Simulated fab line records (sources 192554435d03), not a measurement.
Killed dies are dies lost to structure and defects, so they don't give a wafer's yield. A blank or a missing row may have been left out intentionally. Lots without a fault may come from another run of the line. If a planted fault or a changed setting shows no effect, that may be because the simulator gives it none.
Matching of chambers ; flow n5Finfet ; pecvd-03 running N5_BEOL_M5_PECVD_70: 3 sister chambers
The step deposits SiO2 from TEOS/O2, target thk 16 nm, time 18 s. 18 wafers are shown with their chamber, then 9 later ones without.

WAFERS, EACH WITH ITS CHAMBER
wafer;chamber;showerheadPlenumPTorr (Torr);throttleValvePct (%);heaterPowerW (W)
L076.1;1;8.84;22.3;707
L076.4;2;8.74;20.9;756
L076.6;0;8.85;22.3;658
L080.1;1;8.86;22.0;587
L080.2;0;8.87;22.1;644
L080.5;0;8.85;22.6;650
L082.3;1;8.85;21.9;688
L082.5;1;8.84;22.3;675
L082.6;2;8.74;20.9;872
L083.1;0;8.85;22.4;615
L083.5;1;8.86;22.0;703
L083.6;2;8.73;20.7;767
L084.3;0;8.84;22.5;674
L084.5;1;8.84;22.2;708
L084.6;2;8.75;20.7;809
L085.3;2;8.73;20.6;918
L085.4;0;8.86;22.4;663
L085.6;2;8.73;20.8;926

SIGNATURES, as means of the wafers listed above
reading;chamber 0;chamber 1;chamber 2;scatter within a chamber
showerheadPlenumPTorr;8.8533;8.8483;8.7367;0.00949
throttleValvePct;22.383;22.117;20.767;0.157
heaterPowerW;650.67;678.00;841.33;52.1
Rule: distance of a wafer from a chamber = root of the sum over the readings of ((wafer's reading minus chamber's mean) / reading's scatter) squared. The wafer belongs to the nearest chamber; if the next one is less than 2 further off, it can't be placed. The scatter: the root of (the sum of the squares of (reading less its chamber's mean) over the shown wafers, divided by (wafers less chambers)).

WAFERS MISSING THEIR CHAMBER
wafer;showerheadPlenumPTorr (Torr);throttleValvePct (%);heaterPowerW (W)
L091.1;8.87;22.5;691
L091.3;8.84;22.0;701
L091.4;8.86;21.9;673
L096.1;8.84;22.6;548
L096.3;8.74;21.1;914
L096.6;8.87;21.8;624
L095.1;8.76;21.2;846
L095.4;8.85;22.6;700
L095.6;8.72;21.0;826

CHAMBER TAKEN BY EACH
wafer;from the rows above;in truth
L091.1;can't be placed: 0 or 1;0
L091.3;can't be placed: 1 or 0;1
L091.4;can't be placed: 1 or 0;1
L096.1;can't be placed: 0 or 1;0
L096.3;2;2
L096.6;can't be placed: 1 or 0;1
L095.1;2;2
L095.4;can't be placed: 0 or 1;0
L095.6;2;2
Placed correctly: 3 of 9. Can't be placed from these rows: 6 (the true chamber is among the candidates in 6). 0 placed wrongly.
